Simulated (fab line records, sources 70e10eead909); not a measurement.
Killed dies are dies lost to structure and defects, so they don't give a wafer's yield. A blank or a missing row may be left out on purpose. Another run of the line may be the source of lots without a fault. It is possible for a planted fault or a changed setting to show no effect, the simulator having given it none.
A struck lot beside a sound one || flow nandHarc || 28 out of 1302 route steps
Sound: wafers L154.4, L154.5, L154.6. The struck wafers were L166.1, L166.3, L166.6. The cause comes at the end.
At each step with rows: each side's tool, then ch and its chambers, then its first start. Under that, the readings that differ: sound wafers || struck wafers || difference of the means || sigmas: that difference in standard deviations of wafers without a fault.
alike: a reading whose means differ by less than 2 such deviations, as well as words and numbers matching on both sides. not compared: withheld readings; readings where some wafer has no value; bounds like >300 that might hide an equal value; numbers whose values overlap and for which the record gives no deviation.
Wherever a step has rows on one side only, a row that says differs or no value, or a row with sigmas, the two part there. Numbers that don't overlap but have no deviation are shown without sigmas and don't part them. Lack of a reading on every wafer of one side parts them only where that side has two or more wafers.

NHARC_A_CHANNEL_HOLE_D1_INSPECT_12:
  sound on defectInspect-01 at day 9 21:17; struck on defectInspect-01 at day 15 00:25
  alike: rawDefectCount
then, 2 steps without rows for these wafers: NHARC_A_CHANNEL_HOLE_D1_DESCUM_15 (chemistry O2, time 3 s); NHARC_A_CHANNEL_HOLE_D1_ETCH_38 (etches the open film in CF4, target depth 39 nm, time 65 s).
NHARC_A_CHANNEL_HOLE_D1_ETCH_39: etches the open film in N2/H2, target depth 260 nm, time 325 s.
  sound: rieDiel-09 ch 0,3; struck: rieDiel-08 ch 1,2
  alike: drypumpMotorCurrentA, n2FlowSccm, oesProductAu, rfVppV, showerheadPlenumPTorr, throttleValvePct
  not compared: rfHoursCounterH
then, 1 step without rows for these wafers: NHARC_A_CHANNEL_HOLE_D1_ETCH_34 (etches the open film in CF4/CHF3, target depth 154 nm, time 77 s).
NHARC_A_CHANNEL_HOLE_D1_ETCH_16: etches the open film in O2/COS, target depth 3100 nm, time 806 s.
  sound: rieDiel-09 ch 1,2,3; struck: rieDiel-08 ch 0,1,3
  alike: drypumpMotorCurrentA, oesProductAu, rfVppV, showerheadPlenumPTorr, throttleValvePct
  not compared: rfHoursCounterH
NHARC_A_CHANNEL_HOLE_D1_CD_MEAS_18:
  sound on cdSem-02 at day 9 22:27; struck on cdSem-02 at day 15 01:37
  alike: cdNm
then, 1 step without rows for these wafers: NHARC_A_CHANNEL_HOLE_D1_ETCH_19 (etches the open film in C4F8/O2/Ar, time 34.5 s).
NHARC_A_CHANNEL_HOLE_D1_ETCH_20: etches the open film in C4F8/O2/Ar, time 361.9 s, target depth 1600 nm.
  sound on harEtch-01 ch 0,1, day 10 01:14; struck on harEtch-01 ch 1, day 15 01:51
  alike: drypumpMotorCurrentA, showerheadPlenumPTorr, throttleValvePct
  not compared: rfHoursCounterH
NHARC_A_CHANNEL_HOLE_D1_ETCH_21: etches the open film in C4F8/O2/Ar, time 514.3 s, target depth 1600 nm.
  sound on harEtch-01 ch 0,1, day 10 01:36; struck on harEtch-01 ch 1, day 15 02:11
  alike: drypumpMotorCurrentA, showerheadPlenumPTorr, throttleValvePct
  not compared: rfHoursCounterH
NHARC_A_CHANNEL_HOLE_D1_ETCH_22: etches the open film in C4F8/O2/Ar, time 666.7 s, target depth 1600 nm.
  sound on harEtch-01 ch 0,1, day 10 02:05; struck on harEtch-01 ch 1, day 15 02:39
  alike: drypumpMotorCurrentA, showerheadPlenumPTorr, throttleValvePct
  not compared: rfHoursCounterH
then, 1 step without rows for these wafers: NHARC_A_CHANNEL_HOLE_D1_ETCH_23 (etches the open film in C4F8/O2/Ar, time 819 s, target depth 1600 nm).
NHARC_A_CHANNEL_HOLE_D1_ETCH_24: etches the open film in C4F8/O2/Ar, time 906.2 s, target depth 1500 nm.
  sound on harEtch-01 ch 0,1, day 10 03:25; struck on harEtch-01 ch 1, day 15 03:56
  alike: drypumpMotorCurrentA, showerheadPlenumPTorr, throttleValvePct
  not compared: rfHoursCounterH
then, 10 steps without rows for these wafers: NHARC_A_CHANNEL_HOLE_D1_ETCH_25 (etches the open film in C4F8/O2/Ar, time 1040.2 s, target depth 1500 nm); NHARC_A_CHANNEL_HOLE_D1_ETCH_26 (etches the open film in C4F8/O2/Ar, time 224.1 s, target depth 300 nm); NHARC_A_CHANNEL_HOLE_D1_ETCH_33 (etches the open film in C4F8/O2/Ar, time 90 s, target depth 400 nm); NHARC_A_CHANNEL_HOLE_D1_STRIP_41 (strips in N2/H2); NHARC_A_CHANNEL_HOLE_D1_STRIP_42 (strips in CF4/CHF3); NHARC_A_CHANNEL_HOLE_D1_STRIP_43 (strips in O2/COS); NHARC_A_CHANNEL_HOLE_D1_ETCH_44 (etches the open film in CF4/O2, target depth 140 nm, overetch 14 nm, time 77 s); NHARC_A_CHANNEL_HOLE_D1_STRIP_27 (strips in O2); NHARC_A_CHANNEL_HOLE_D1_PRECLEAN_28 (cleans in SC1); NHARC_A_CHANNEL_HOLE_D1_SRD_29.
NHARC_A_CHANNEL_HOLE_D1_CD_MEAS_30:
  sound on cdSem-03 at day 10 06:48; struck on cdSem-03 at day 15 07:11
  alike: cdNm
following that, these wafers have no rows for 1 step: NHARC_A_CHANNEL_HOLE_D1_XSEM_31.
NHARC_A_CHANNEL_HOLE_D1_INSPECT_40:
  sound on defectInspect-01 at day 10 06:59; struck on defectInspect-02 at day 15 07:22
{"reading": "rawDefectCount", "sound": "35 37 60", "struck": "1110 1112 1172", "difference": "+1087", "sigmas": "+47"}
then, 1 step without rows for these wafers: NHARC_A_CHANNEL_FILL_D1_PRECLEAN_00 (cleans in SC1).
-- the record jumps here: 15 days lie between the struck wafers' starts before and after (it left off in module A_CHANNEL_FILL_D1 and takes up again in module END, whose first step shown is number 1302 of the route) --
NHARC_END_SORT_01:
  at this point the record logs the struck wafers (prober-02 ch 0, day 30 15:50) and has no rows for the sound ones

WHERE THEY PART
Earliest at NHARC_A_CHANNEL_HOLE_D1_INSPECT_40; latest, in this record, at NHARC_END_SORT_01.

WHY: what had been put in by the simulator
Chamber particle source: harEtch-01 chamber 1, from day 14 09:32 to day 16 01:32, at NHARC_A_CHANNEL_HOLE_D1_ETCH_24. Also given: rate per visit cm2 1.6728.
